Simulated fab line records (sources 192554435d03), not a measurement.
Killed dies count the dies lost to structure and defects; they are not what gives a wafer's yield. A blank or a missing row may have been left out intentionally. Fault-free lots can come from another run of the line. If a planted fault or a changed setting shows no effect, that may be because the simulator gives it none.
Comparing a struck lot with a sound one / flow n5Finfet / 17 steps out of a route of 1938
Sound: these wafers, L449.2, L449.3, L449.6. Wafers struck: L462.2, L462.3, L462.4. The cause is given at the end.
At each step with rows: each side's tool, then ch and its chambers, then its first start. Under that, the readings that differ: sound wafers / struck wafers / difference of the means / sigmas: that difference in standard deviations of wafers without a fault.
alike: readings whose means differ by less than 2 such deviations, and words and numbers that are the same on both sides. not compared: withheld readings, readings that some wafer has no value for, bounds like >300 that may hide the same value, and numbers for which the record gives no deviation and whose values overlap.
Wherever a step has rows on one side only, a row that says differs or no value, or a row with sigmas, the two part there. Numbers that don't overlap but have no deviation are shown without sigmas and don't part them. A reading missing from all wafers of one side parts the sides only when that side holds two or more wafers.

first, 4 steps without rows for these wafers: N5_BEOL_M2_ANNEAL_95 (time 240 s); N5_BEOL_M2_SPUTTER_96 (material Cu, target thk 4.5 nm, time 8.29 s); N5_BEOL_M2_ECD_50 (material Cu, target thk 300 nm); N5_BEOL_M2_ANNEAL_51 (time 90 s).
N5_BEOL_M2_CMP_52: polishes, stops on SiOC, t overpolish 6.8 s, target thk 40 nm.
  sound on cmp-03 ch 0,3, day 7 04:50; struck on cmp-01 ch 0,2,3, day 10 19:23
  alike: barrierFieldEndpointS, edgeZonePressureFrac, motorCurrentA, overpolishRunS, timeToEndpointS
N5_BEOL_M2_THK_MEAS_53: measures by xrf.
  sound: filmMetro-02 at day 7 05:08; struck: filmMetro-01 at day 10 19:41
  alike: M2_THK
N5_BEOL_M2_PRE_CLEAN_60: time 15 s.
  sound on cvdCo-01 ch 0,1,2, day 7 05:10; struck on cvdCo-01 ch 1,2, day 10 19:43
  alike: heaterPowerW
  not compared: sinceWetCleanH
N5_BEOL_M2_CO_CAP_55: material Co, precursor CCTBA/H2, target thk 2 nm, time 102.1 s.
  sound on cvdCo-01 ch 0,1,2, day 7 05:13; struck on cvdCo-01 ch 1,2, day 10 19:46
  alike: heaterPowerW
  not compared: sinceWetCleanH
then, 1 step without rows for these wafers: N5_BEOL_M2_PRE_CLEAN_56 (time 15 s).
N5_BEOL_M2_DEP_57: deposits SiCN from 3MS/NH3, target thk 8 nm, time 14 s.
  sound on pecvd-01 ch 1,2, day 7 05:20; struck on pecvd-04 ch 0,1,2, day 10 19:52
  alike: showerheadPlenumPTorr, showerheadVppV, throttleValvePct
  not compared: sinceWetCleanH
N5_BEOL_M2_RS_MEAS_58: measures by four-point-probe.
  sound: filmMetro-02 at day 7 05:23; struck: filmMetro-01 at day 10 19:56
  alike: M2_RS
N5_BEOL_M2_INSPECT_59: inspects for defects (darkfield).
  sound: defectInspect-02 at day 7 05:25; struck: defectInspect-02 at day 10 19:58
reading=rawDefectCount; sound=77 125 120; struck=45 51 60; difference=-55; sigmas=-3
N5_BEOL_M3_ILD_DEP_00: deposits SiOC from DEMS/O2, target thk 79 nm, time 15.3 s.
  sound on pecvd-01 ch 0,1,2, day 7 05:28; struck on pecvd-01 ch 0,1, day 10 20:00
  alike: heaterPowerW, showerheadPlenumPTorr, showerheadVppV, throttleValvePct
  not compared: sinceWetCleanH
N5_BEOL_M3_THK_MEAS_01:
  sound: filmMetro-02 at day 7 05:31; struck: filmMetro-01 at day 10 20:04
reading=M3_ILD_THK (nm); sound=79.1 76.1 80.5; struck=69.3 70.1 70.3; difference=-8.7; sigmas=-8
N5_BEOL_M3_PECVD_72: deposits SiO2 from TEOS/O2, target thk 16 nm, time 18 s.
  sound on pecvd-03 ch 0,1, day 7 05:34; struck on pecvd-02 ch 0,1,2, day 10 20:07
  alike: heaterPowerW, showerheadPlenumPTorr, showerheadVppV, throttleValvePct
  not compared: sinceWetCleanH
N5_BEOL_M4_RC_MEAS_101:
  sound on prober-02 ch 0, day 8 12:43; struck on prober-01 ch 0, day 12 02:46
  alike: DIBL_N, DIBL_P, IOFF_N, IOFF_P, ION_N, ION_P, SS_N, SS_P, VT_N, VT_P
-- record jumps: 5 days separate the struck wafers' starts on either side; left off in module BEOL_M4, taken up again in module PASSIVATION, whose first shown step is the route's number 1936 --
N5_PASSIVATION_PROBE_49:
  sound: prober-02 at day 12 20:34; struck: prober-01 at day 16 17:58
  alike: defectLimitedYield, killed_at_M0_to_M3, killed_at_M4_up, killedAtContacts, killedAtFrontEnd, killedAtOther, killedDies, killedOpen, killedShort, sort_bin_5_function, sort_bin_6_memory, sort_bin_8_speed, sortNPass, sortYieldPct

## WHERE THEY PART
At N5_BEOL_M2_INSPECT_59 first; at N5_BEOL_M3_THK_MEAS_01 last (within this record only). Later steps at which nothing parts them and some readings are alike: N5_BEOL_M3_PECVD_72, N5_BEOL_M4_RC_MEAS_101, N5_PASSIVATION_PROBE_49.

WHY: what the simulator had put in
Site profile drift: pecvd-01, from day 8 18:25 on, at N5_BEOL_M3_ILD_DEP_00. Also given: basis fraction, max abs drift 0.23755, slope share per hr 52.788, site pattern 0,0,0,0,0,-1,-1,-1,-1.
